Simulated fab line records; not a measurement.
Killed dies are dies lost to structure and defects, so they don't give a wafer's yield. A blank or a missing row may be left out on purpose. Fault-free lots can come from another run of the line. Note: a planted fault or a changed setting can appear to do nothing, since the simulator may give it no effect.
fab line records	flow n5-finfet
record lots=10	wafers=30	last-day=17
route steps=1938 shown FIN_SAQP@102 BEOL_M4@1111 PASSIVATION@1936
lots untouched by any fault: they come from a run of this same line in which no faults occurred
start-h: hours from the record's opening day to when the first of the lot's shown wafers began	wait-h: hours from the lot's prior step to this one	" repeats the value in the row above	L1.1+2: one row covering several wafers at once	- no value, or no start was given	* or withheld: withheld	< > ~ a bound
route shown NAME@n: NAME is a module with steps in the file, n the number in the route of the first one	usual: mean/standard deviation of fault-free wafers	same: alike in all rows	chamber/n: place in a boat	sites: each site's reading	_std_site: the standard deviation of these	_edge_site: the outer-site mean with the inner-site mean subtracted	radius-mm: how far each site lies from the wafer's centre	mask NAME#n: copy n	behind: the last tool/chamber to shape the wafer	hold: reason for holding the lot/hours on hold/outcome of the hold	device: the transistor (n, p or np) that didn't switch	end of line: tests run on the same wafers once the route is complete	step lacking rows: just its recipe	killed: the dies lost at the first sort to structure and to defects; this is not the yield of the wafer	map: a wafer's dies, marking killed ones x, the rest . and places with no die _
set.NAME: the run value of the setting; set.NAME@STEP: its run value at that earlier step	model.NAME: the simulator's own value behind a step, which no gauge read
one table for each step of the route and one row for each wafer, over a sample of lots
services: when a tool's chamber went out of use (start-h, in hours from the record's first day, below 0 if earlier), for how many hours, and the reason
## steps
# step N5_FIN_SAQP_HM_DEP_72
# recipe material=SiO2	target-thk-a=120	temp-c=400	precursor=SiH4/N2O	pressure-torr=0.75	rf-w=275	time-s=7.2
# usual heater-power-w=790/69	showerhead-plenum-p-Torr=8.15/0.075
lot.wafer	tool	chamber	start-h	wait-h	heater-power-w	showerhead-plenum-p-Torr
L782.1	pecvd-02	0	27.95	0.0	811	8.10
L782.2	"	1	"	"	812	8.21
L782.4	"	0	"	"	833	8.10
L785.1	pecvd-04	1	45.55	0.0	755	8.15
L785.3	"	2	"	"	766	8.16
L785.5	"	2	"	"	761	8.16
L786.1	pecvd-02	0	51.34	0.0	773	8.10
L786.2	"	1	"	"	929	8.21
L786.4	"	1	"	"	942	8.19
L790.2	pecvd-04	0	75.08	0.0	726	8.08
L790.4	"	0	"	"	709	8.09
L790.6	"	1	"	"	842	8.12
L792.2	pecvd-02	1	88.15	0.0	824	8.22
L792.3	"	0	"	"	828	8.09
L792.6	"	2	"	"	711	8.07
L797.2	pecvd-02	0	117.32	0.0	754	8.13
L797.5	"	2	"	"	710	8.08
L797.6	"	0	"	"	750	8.11
L798.1	pecvd-04	0	123.80	0.0	730	8.10
L798.4	"	2	"	"	756	8.18
L798.5	"	0	"	"	753	8.09
L800.1	pecvd-02	0	135.91	0.0	848	8.10
L800.3	"	1	"	"	839	8.20
L800.4	"	2	"	"	732	8.10
L802.1	pecvd-04	0	147.51	0.0	686	8.08
L802.2	"	1	"	"	855	8.13
L802.3	"	2	"	"	742	8.17
L803.1	pecvd-02	0	153.99	0.0	843	8.12
L803.4	"	1	"	"	875	8.20
L803.5	"	0	"	"	834	8.10
# step N5_FIN_SAQP_SPACER1_ALD_24
# recipe material=SiO2	target-thk-a=203	temp-c=300	ald-precursor-family=BDEAS	ald-co-reactant=O2-plasma	pulse-time-s=1	purge-time-s=2	co-reactant-purge-time-s=2	ald-cycles=218	pressure-torr=2
# usual heater-power-w=464/70	precursor-pulse-height-rel=0.999/0.02	susceptor-temp-C=300.02/0.19
# same ald-cycles=218
lot.wafer	tool	chamber	start-h	wait-h	heater-power-w	precursor-pulse-height-rel	susceptor-temp-C
L782.1	ald-sin-04	0	29.80	0.3	450	0.980	300.12
L782.2	"	1	"	"	389	1.020	300.07
L782.4	"	3	"	"	431	0.997	300.13
L785.1	ald-sin-01	3	47.18	0.3	483	1.004	300.05
L785.3	"	2	"	"	544	1.010	299.99
L785.5	"	3	"	"	476	1.003	300.15
L786.1	ald-sin-01	2	53.36	0.7	546	1.010	299.90
L786.2	"	1	"	"	389	0.999	299.96
L786.4	"	3	"	"	474	1.006	300.00
L790.2	ald-sin-03	0	77.29	0.5	410	0.991	300.32
L790.4	"	1	"	"	632	1.007	299.93
L790.6	"	2	"	"	574	0.996	299.75
L792.2	ald-sin-01	3	90.04	0.3	477	1.014	299.98
L792.3	"	1	"	"	385	1.009	300.54
L792.6	"	1	"	"	392	0.983	300.28
L797.2	ald-sin-01	1	119.18	0.3	409	0.981	311.53
L797.5	"	2	"	"	614	0.987	311.93
L797.6	"	3	"	"	520	0.968	311.64
L798.1	ald-sin-03	2	125.44	0.3	550	1.002	299.92
L798.4	"	2	"	"	534	0.995	300.06
L798.5	"	0	"	"	379	0.979	299.92
L800.1	ald-sin-01	3	137.56	0.3	524	1.014	311.37
L800.3	"	2	"	"	605	1.004	311.69
L800.4	"	0	"	"	487	1.015	311.85
L802.1	ald-sin-04	1	149.33	0.4	395	0.980	300.01
L802.2	"	2	"	"	399	0.976	300.30
L802.3	"	3	"	"	442	0.982	299.89
L803.1	ald-sin-03	3	155.63	0.3	502	0.977	300.22
L803.4	"	1	"	"	633	1.018	299.48
L803.5	"	2	"	"	540	1.015	299.79
# step N5_FIN_SAQP_SPACER1_ETCHBACK_25
# recipe chemistry=CHF3/O2	mode=anisotropic-etchback	target=SiO2	target-depth-a=244	time-s=12.2	pressure-mtorr=30	source-w=650	bias-w=170	Ar_flow_sccm=200	CHF3_flow_sccm=50	O2_flow_sccm=5	ion-energy-ev=200
# usual drypump-motor-current-A=5.6/0.52	oes-product-au=0.78/0.098	rf-vpp-V=520/11	showerhead-plenum-p-Torr=2.41/0.083	throttle-valve-pct=18.97/0.23
lot.wafer	tool	chamber	start-h	wait-h	drypump-motor-current-A	oes-product-au	rf-hours-counter-h	rf-vpp-V	showerhead-plenum-p-Torr	throttle-valve-pct
L782.1	rie-diel-06	2	30.62	0.5	5.5	0.74	154	504	2.50	19.25
L782.2	"	1	"	"	6.3	0.68	226	526	2.37	18.95
L782.4	"	0	"	"	5.7	1.00	1	522	2.58	18.66
L785.1	rie-diel-02	0	48.04	0.5	5.5	0.67	244	503	2.30	19.17
L785.3	"	2	"	"	5.8	0.69	235	538	2.48	19.09
L785.5	"	3	"	"	6.1	0.70	-	515	2.38	19.13
L786.1	rie-diel-01	1	54.08	0.4	5.0	0.78	127	525	2.33	19.24
L786.2	"	0	"	"	4.7	0.77	151	515	2.39	18.62
L786.4	"	3	"	"	5.3	0.68	264	539	2.37	19.03
L790.2	rie-diel-01	1	78.06	0.4	5.0	0.76	138	526	2.32	19.27
L790.4	"	3	"	"	5.4	0.99	1	540	2.37	18.67
L790.6	"	2	"	"	6.2	0.70	-	520	2.48	19.13
L792.2	rie-diel-06	0	91.01	0.6	5.7	0.91	25	520	2.57	18.71
L792.3	"	2	"	"	5.6	0.73	177	505	2.50	19.28
L792.6	"	1	"	"	6.3	0.67	-	527	2.37	18.98
L797.2	rie-diel-02	1	119.90	0.4	6.3	0.79	128	507	2.34	18.74
L797.5	"	0	"	"	5.5	0.94	-	511	2.58	18.83
L797.6	"	3	"	"	6.1	0.68	-	514	2.37	19.17
L798.1	rie-diel-02	0	126.15	0.4	5.5	0.93	18	512	2.58	18.83
L798.4	"	3	"	"	6.1	0.69	242	516	2.37	19.20
L798.5	"	3	"	"	6.1	0.68	-	515	2.37	19.18
L800.1	rie-diel-06	2	138.28	0.4	5.6	0.71	196	504	2.49	19.32
L800.3	"	0	"	"	5.7	0.88	44	520	2.56	18.72
L800.4	"	1	"	"	6.3	1.01	2	527	2.36	18.58
L802.1	rie-diel-02	1	150.07	0.4	6.3	0.78	140	507	2.34	18.76
L802.2	"	0	"	"	5.5	0.91	27	511	2.58	18.86
L802.3	"	2	"	"	5.8	0.92	11	537	2.47	18.76
L803.1	rie-diel-01	1	156.35	0.4	5.0	0.73	169	525	2.31	19.33
L803.4	"	0	"	"	4.7	0.73	-	514	2.37	18.69
L803.5	"	1	"	"	5.0	0.74	-	525	2.31	19.31
# step N5_FIN_SAQP_CD_MEAS_27
# recipe target-cd-nm=20	landing-energy-ev=1000	detector=se-inlens	polarity=line
# usual cd-nm=20.25/0.25
lot.wafer	tool	chamber	start-h	wait-h	cd-nm
L782.1	cd-sem-03	0	30.81	0.1	20.71
L782.2	"	0	"	"	20.47
L782.4	"	0	"	"	20.17
L785.1	cd-sem-02	0	48.24	0.1	20.50
L785.3	"	0	"	"	20.55
L785.5	"	0	"	"	20.11
L786.1	cd-sem-01	0	54.29	0.1	20.63
L786.2	"	0	"	"	20.30
L786.4	"	0	"	"	20.70
L790.2	cd-sem-03	0	78.26	0.1	19.88
L790.4	"	0	"	"	20.16
L790.6	"	0	"	"	20.50
L792.2	cd-sem-02	0	91.21	0.1	20.25
L792.3	"	0	"	"	20.38
L792.6	"	0	"	"	19.88
L797.2	cd-sem-01	0	120.10	0.1	20.13
L797.5	"	0	"	"	19.45
L797.6	"	0	"	"	19.94
L798.1	cd-sem-01	0	126.35	0.1	19.89
L798.4	"	0	"	"	20.24
L798.5	"	0	"	"	19.92
L800.1	cd-sem-03	0	138.47	0.1	19.66
L800.3	"	0	"	"	19.77
L800.4	"	0	"	"	19.61
L802.1	cd-sem-02	0	150.26	0.1	19.92
L802.2	"	0	"	"	20.34
L802.3	"	0	"	"	19.93
L803.1	cd-sem-03	0	156.54	0.1	20.57
L803.4	"	0	"	"	19.73
L803.5	"	0	"	"	20.29
# step N5_BEOL_M4_RC_MEAS_101
# usual DIBL_N=36.8/1.5	DIBL_P=37.1/2.1	IOFF_N=0.168/0.03	IOFF_P=0.22/0.034	ION_N=679/12	ION_P=466/8	SS_N=71.7/0.58	SS_P=73.5/0.67	VT_N=248.8/2.7	VT_P=-250/3.3
lot.wafer	tool	chamber	start-h	wait-h	DIBL_N[mV/V]	DIBL_P[mV/V]	IOFF_N[nA/um]	IOFF_P[nA/um]	ION_N[uA/um]	ION_P[uA/um]	SS_N[mV/dec]	SS_P[mV/dec]	VT_N[mV]	VT_P[mV]
L782.1	prober-01	0	170.64	0.0	37.6	39.4	0.203	0.29	694	475	71.2	74.3	245.8	-247
L782.2	"	0	"	"	37.3	37.8	0.181	0.25	679	466	71.3	73.5	249.1	-248
L782.4	"	0	"	"	38.0	39.2	0.197	0.28	679	470	71.7	74.9	247.4	-246
L785.1	prober-02	0	179.56	0.0	36.4	37.5	0.165	0.22	677	468	71.8	72.7	247.4	-253
L785.3	"	0	"	"	38.7	40.5	0.200	0.27	687	468	72.6	74.0	246.2	-247
L785.5	"	0	"	"	36.0	37.8	0.152	0.23	679	468	71.0	72.7	251.6	-246
L786.1	prober-01	0	185.76	0.0	37.7	38.3	0.187	0.26	678	467	72.6	74.2	247.7	-246
L786.2	"	0	"	"	39.2	37.7	0.213	0.24	680	460	72.9	73.9	248.0	-247
L786.4	"	0	"	"	34.7	33.1	0.126	0.17	667	458	71.5	73.1	252.7	-252
L790.2	prober-01	0	209.36	0.2	38.6	40.4	0.222	0.23	688	457	71.9	74.1	245.8	-253
L790.4	"	0	"	"	35.1	36.2	0.148	0.16	680	458	70.8	72.7	249.5	-257
L790.6	"	0	"	"	37.7	38.2	0.178	0.20	673	457	72.5	73.5	249.2	-254
L792.2	prober-01	0	237.39	0.2	35.2	34.7	0.149	0.19	680	466	71.2	73.7	248.8	-253
L792.3	"	0	"	"	34.9	33.7	0.131	0.18	663	459	71.7	73.0	252.6	-254
L792.6	"	0	"	"	33.5	31.6	0.115	0.15	658	449	71.1	72.5	254.1	-255
L797.2	prober-01	0	262.98	0.2	37.2	37.4	0.178	0.23	690	467	71.8	72.4	245.2	-249
L797.5	"	0	"	"	38.1	38.0	0.182	0.25	689	470	71.6	73.9	247.6	-247
L797.6	"	0	"	"	35.6	35.5	0.146	0.20	683	468	70.7	72.7	251.3	-249
L798.1	prober-01	0	269.38	0.0	35.7	36.8	0.139	0.22	681	472	71.1	73.4	252.4	-251
L798.4	"	0	"	"	33.8	33.9	0.118	0.17	674	468	70.9	72.4	253.6	-252
L798.5	"	0	"	"	37.9	39.5	0.169	0.27	676	471	71.7	73.9	244.6	-246
L800.1	prober-01	0	275.70	0.0	36.0	37.5	0.143	0.21	670	462	72.4	74.4	250.8	-251
L800.3	"	0	"	"	36.6	37.5	0.163	0.20	677	460	72.0	73.6	247.4	-251
L800.4	"	0	"	"	33.2	33.1	0.102	0.15	651	451	71.3	72.1	255.1	-254
L802.1	prober-02	0	288.14	0.0	39.5	39.8	0.233	0.28	712	478	71.8	74.5	244.4	-247
L802.2	"	0	"	"	36.3	36.0	0.149	0.21	687	472	71.4	73.2	250.9	-249
L802.3	"	0	"	"	37.7	37.7	0.182	0.23	695	476	72.2	73.2	248.9	-250
L803.1	prober-02	0	296.59	0.0	33.4	33.0	0.126	0.19	679	469	71.3	72.9	252.8	-251
L803.4	"	0	"	"	34.7	34.8	0.147	0.22	681	472	71.5	73.4	252.4	-247
L803.5	"	0	"	"	36.5	36.2	0.164	0.26	678	474	72.4	73.0	248.7	-246
# step N5_PASSIVATION_PROBE_49
# usual defect-limited-yield=91.0/1.5	killed_at_M0_to_M3=34/11	killed_at_M4_up=14/5.3	killed-at-contacts=13/7	killed-at-front-end=41/13	killed-at-other=4/3.1	killed-dies=106/17	killed-open=70/12	killed-short=35/8	sort_bin_5_function=5.2/0.98	sort_bin_6_memory=3.4/0.69	sort-n-pass=1074/17	sort-yield-pct=91.0/1.5
# same gross-dies=1180	killed-at-back-side=0	sort_bin_4_leakage[%]=0	sort_bin_8_speed[%]=0
lot.wafer	tool	chamber	start-h	wait-h	defect-limited-yield[%]	killed_at_M0_to_M3	killed_at_M4_up	killed-at-contacts	killed-at-front-end	killed-at-other	killed-dies	killed-open	killed-short	sort_bin_5_function[%]	sort_bin_6_memory[%]	sort-n-pass	sort-yield-pct[%]
L792.2	prober-02	-	339.64	0.1	90.8	15	10	18	59	7	109	67	42	4.8	4.0	1071	90.8
L792.3	prober-02	-	339.69	0.1	92.7	10	15	17	40	4	86	51	32	3.3	3.4	1094	92.7
L792.6	prober-02	-	339.84	0.3	89.6	24	14	32	46	7	123	81	39	5.3	4.9	1057	89.6
L800.1	prober-02	-	380.97	0.0	89.9	40	14	26	30	9	119	81	37	6.1	3.2	1061	89.9
L803.1	prober-02	-	404.80	0.0	91.1	53	7	13	32	0	105	68	36	5.0	3.5	1075	91.1
L803.4	prober-02	-	404.95	0.2	92.2	43	12	11	26	0	92	68	23	5.3	2.2	1088	92.2
L803.5	prober-02	-	405.00	0.2	89.7	63	10	8	40	1	122	83	38	6.8	3.5	1058	89.7
# killed by level:class
L792.2 STI_FIN_REVEAL:geometric-particle:open=22 MOL_CONTACT_COAG:geometric-particle:open=15 FIN_SAQP:geometric-particle:open=9 FIN_SAQP:geometric-particle:short=8 STI_FIN_REVEAL:geometric-particle:short=7 BEOL_M0:geometric-particle:short=5 GATE_CUT:geometric-particle:short=3 MOL_CONTACT_COAG:geometric-particle:short=3
L792.3 MOL_CONTACT_COAG:geometric-particle:open=13 FIN_SAQP:geometric-particle:open=9 GATE_CUT:geometric-particle:short=8 STI_FIN_REVEAL:geometric-particle:open=6 FIN_SAQP:geometric-particle:short=5 BEOL_M4:geometric-particle:open=5 MOL_CONTACT_COAG:geometric-particle:short=4 BEOL_M0_SAQP:geometric-particle:open=3
L792.6 MOL_CONTACT_COAG:geometric-particle:open=25 STI_FIN_REVEAL:geometric-particle:open=15 BEOL_M3:geometric-particle:open=8 MOL_CONTACT_COAG:geometric-particle:short=7 FIN_SAQP:geometric-particle:open=6 FIN_SAQP:geometric-particle:short=5 STI_FIN_REVEAL:geometric-particle:short=5 BEOL_M0_SAQP:geometric-particle:open=5
L800.1 MOL_CONTACT_COAG:geometric-particle:open=23 BEOL_M0_SAQP:geometric-particle:open=13 FIN_SAQP:geometric-particle:short=11 BEOL_M0_SAQP:geometric-particle:short=10 BEOL_M1:geometric-particle:open=8 BEOL_M4:geometric-particle:open=7 FIN_SAQP:geometric-particle:open=5 GATE_CUT:geometric-particle:short=4
L803.1 BEOL_M2:geometric-particle:open=13 FIN_SAQP:geometric-particle:short=11 MOL_CONTACT_COAG:geometric-particle:open=10 BEOL_M0_SAQP:geometric-particle:open=9 DUMMY_GATE:geometric-particle:open=8 FIN_SAQP:geometric-particle:open=7 BEOL_M0_SAQP:geometric-particle:short=7 BEOL_M2:geometric-particle:short=7
L803.4 BEOL_M2:geometric-particle:open=18 FIN_SAQP:geometric-particle:short=10 MOL_CONTACT_COAG:geometric-particle:open=10 BEOL_M0_SAQP:geometric-particle:open=8 FIN_SAQP:geometric-particle:open=7 BEOL_M4:geometric-particle:open=7 BEOL_M0_SAQP:geometric-particle:short=5 BEOL_M1:geometric-particle:open=4
L803.5 BEOL_M2:geometric-particle:open=12 BEOL_M0_SAQP:geometric-particle:open=11 BEOL_M3:geometric-particle:open=10 BEOL_M1:geometric-particle:open=9 FIN_SAQP:geometric-particle:short=8 STI_FIN_REVEAL:geometric-particle:open=7 MOL_CONTACT_COAG:geometric-particle:open=7 DUMMY_GATE:geometric-particle:open=6
## services
tool	chamber	start-h	hours	kind
ald-sin-01	3	4.57	21.4	repair
ald-sin-01	0	7.75	-	clean
ald-sin-01	1	7.75	-	clean
ald-sin-01	2	7.75	-	clean
ald-sin-03	0	9.27	5.2	repair
rie-diel-01	2	20.42	10.9	repair
rie-diel-01	0	24.21	21.6	repair
rie-diel-06	1	34.50	8.1	repair
rie-diel-01	1	38.11	1.3	repair
rie-diel-06	1	44.87	4.8	repair
rie-diel-01	3	59.97	1.7	repair
rie-diel-02	0	66.19	-	clean
rie-diel-02	0	66.19	-	consumable-replace:focus-ring
rie-diel-02	0	66.19	-	consumable-replace:showerhead
rie-diel-02	0	66.19	18.1	scheduled-down
rie-diel-02	0	66.19	18.1	vent-cycle
rie-diel-02	-	72.54	11.6	repair
ald-sin-03	-	85.32	14.0	pm
rie-diel-02	2	96.77	1.5	repair
ald-sin-04	-	115.62	1.8	repair
rie-diel-01	3	130.35	4.5	repair
pecvd-04	-	130.72	0.6	repair
pecvd-02	-	136.68	2.8	pm
rie-diel-01	-	148.96	0.1	repair
## key
first-sign step=N5_FIN_SAQP_SPACER1_ALD_24	reading=susceptor-temp-C	direction=up	sigmas=60	usual=*	struck=*
effect step=N5_FIN_SAQP_CD_MEAS_27	reading=cd-nm	direction=down	sigmas=1.9	usual=20.25	struck=19.76
met-at N5_FIN_SAQP_SPACER1_ALD_24
struck-lots L797,L800
not-acting-at N5_FIN_SAQP_HM_DEP_72,N5_FIN_SAQP_SPACER1_ETCHBACK_25,N5_FIN_SAQP_CD_MEAS_27
onset-between 90.04 119.18
fault kind=process-parameter-drift	tool=ald-sin-01	chamber=-	onset-h=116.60	steps=N5_FIN_SAQP_SPACER1_ALD_24	channel=temp-c	offset=*	shape=step	end-h=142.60	acts-in=*	stated=*
